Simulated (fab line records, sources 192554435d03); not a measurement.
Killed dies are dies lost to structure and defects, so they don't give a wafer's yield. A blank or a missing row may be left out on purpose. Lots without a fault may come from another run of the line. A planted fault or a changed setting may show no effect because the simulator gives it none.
Chamber matching | flow n5_finfet | N5_BEOL_M11_STRIP_36 on rie_diel-04: 4 sister chambers
The step strips in N2/H2. 27 wafers are shown with their chamber, then 12 later ones without.

WAFERS WITH THEIR CHAMBER
wafer  | chamber | drypump_motor_current_A (A) | showerhead_plenum_p_Torr (Torr) | throttle_valve_pct (%)
L074.4 | 3       | 5.9                         | 2.68                            | 23.23
L074.5 | 2       | 6.1                         | 2.49                            | 23.79
L074.6 | 1       | 5.2                         | 2.54                            | 23.84
L075.2 | 2       | 6.1                         | 2.49                            | 23.78
L075.3 | 3       | 5.9                         | 2.68                            | 23.19
L075.4 | 2       | 6.1                         | 2.49                            | 23.77
L083.1 | 1       | 5.2                         | 2.54                            | 23.85
L083.2 | 0       | 5.1                         | 2.41                            | 23.94
L083.3 | 3       | 5.9                         | 2.67                            | 23.25
L083.4 | 3       | 5.9                         | 2.67                            | 23.21
L083.5 | 1       | 5.2                         | 2.54                            | 23.88
L083.6 | 0       | 5.2                         | 2.41                            | 23.95
L084.1 | 3       | 5.9                         | 2.67                            | 23.24
L084.2 | 2       | 6.1                         | 2.49                            | 23.41
L084.3 | 1       | 5.2                         | 2.54                            | 23.87
L084.4 | 0       | 5.1                         | 2.41                            | 23.92
L084.5 | 3       | 5.9                         | 2.67                            | 23.25
L084.6 | 0       | 5.1                         | 2.41                            | 23.96
L082.1 | 1       | 5.2                         | 2.54                            | 23.90
L082.4 | 2       | 6.1                         | 2.49                            | 23.43
L082.6 | 2       | 6.1                         | 2.49                            | 23.41
L089.1 | 2       | 6.1                         | 2.48                            | 23.43
L089.3 | 1       | 5.3                         | 2.53                            | 23.89
L089.5 | 2       | 6.1                         | 2.48                            | 23.41
L093.1 | 0       | 5.1                         | 2.40                            | 23.98
L093.2 | 3       | 5.9                         | 2.66                            | 23.27
L093.3 | 2       | 6.1                         | 2.48                            | 23.41

SIGNATURES (means of the wafers above)
reading                  | chamber 0 | chamber 1 | chamber 2 | chamber 3 | scatter within a chamber
drypump_motor_current_A  | 5.120     | 5.217     | 6.100     | 5.900     | 0.0266
showerhead_plenum_p_Torr | 2.4080    | 2.5383    | 2.4867    | 2.6714    | 0.00531
throttle_valve_pct       | 23.9500   | 23.8717   | 23.5378   | 23.2343   | 0.109
Rule: a wafer's distance from a chamber is the root of the sum, over the readings, of the square of ((its reading less the chamber's mean) divided by the reading's scatter). The wafer belongs to the nearest chamber; if the next one is less than 2 further off, it can't be placed. The scatter: the root of (the sum of the squares of (reading less its chamber's mean) over the shown wafers, divided by (wafers less chambers)).

WAFERS WITHOUT THEIR CHAMBER
wafer  | drypump_motor_current_A (A) | showerhead_plenum_p_Torr (Torr) | throttle_valve_pct (%)
L093.4 | 5.2                         | 2.53                            | 23.92
L093.5 | 5.2                         | 2.53                            | 23.90
L093.6 | 5.2                         | 2.40                            | 23.96
L096.1 | 5.9                         | 2.66                            | 23.24
L096.3 | 6.2                         | 2.48                            | 23.45
L096.5 | 5.1                         | 2.40                            | 23.95
L092.1 | 6.1                         | 2.48                            | 23.41
L092.3 | 5.2                         | 2.40                            | 23.94
L092.6 | 6.1                         | 2.48                            | 23.46
L095.3 | 5.9                         | 2.66                            | 23.28
L095.5 | 5.2                         | 2.53                            | 23.92
L095.6 | 5.2                         | 2.40                            | 24.01

WHICH CHAMBER EACH WENT THROUGH
wafer  | from the rows above | in truth
L093.4 | 1                   | 1
L093.5 | 1                   | 1
L093.6 | 0                   | 0
L096.1 | 3                   | 3
L096.3 | 2                   | 2
L096.5 | 0                   | 0
L092.1 | 2                   | 2
L092.3 | 0                   | 0
L092.6 | 2                   | 2
L095.3 | 3                   | 3
L095.5 | 1                   | 1
L095.6 | 0                   | 0
Placed correctly: 12 of 12. Can't be placed from these rows: 0. Placed wrongly: 0.
